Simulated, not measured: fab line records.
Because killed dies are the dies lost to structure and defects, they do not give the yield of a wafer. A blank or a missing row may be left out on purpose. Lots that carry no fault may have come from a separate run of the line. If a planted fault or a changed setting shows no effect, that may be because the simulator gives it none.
Matching of chambers | flow nand_harc | NHARC_A_DECK1_JOINT_CMP_02 on cmp-03: 4 sister chambers
The step polishes SiOx. 4 wafers are shown with their chamber, then 8 later ones without.

## WAFERS, EACH WITH ITS CHAMBER
wafer  | chamber | motor_current_A (A)
L975.2 | 1       | 11.4
L976.1 | 2       | 13.8
L976.5 | 3       | 14.4
L978.2 | 0       | 11.6

## WAFERS WITH NO CHAMBER GIVEN
wafer  | motor_current_A (A)
L978.5 | 14.0
L978.6 | 11.8
L981.1 | 13.7
L981.3 | 13.9
L981.4 | 12.1
L984.1 | 10.9
L984.5 | 13.0
L984.6 | 14.4

## THE CHAMBER EACH PASSED THROUGH
wafer  | from the rows above          | in truth
L978.5 | can't be placed: 2 or 3      | 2
L978.6 | can't be placed: 0 or 1      | 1
L981.1 | can't be placed: 2 or 3      | 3
L981.3 | can't be placed: 2 or 3      | 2
L981.4 | can't be placed: 0 or 1      | 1
L984.1 | can't be placed: 1 or 0      | 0
L984.5 | can't be placed: 2 or 0 or 3 | 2
L984.6 | can't be placed: 3 or 2      | 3
Correct placement for 0 of the 8. Cannot be placed on the basis of these rows: 8; the candidates contain the true chamber in 8. Placed wrongly: 0.
How it was worked out, from the rows above alone: a wafer's distance from a chamber is the root of the sum, over the readings, of the square of ((its reading less the chamber's mean) divided by the reading's scatter). The wafer belongs to the nearest chamber; if the next one is less than 2 further off, it can't be placed. Each chamber's mean is taken over the wafers shown for it. The scatter: root of mean squared gap, hidden wafer to nearest shown wafer, with one shown wafer a chamber.
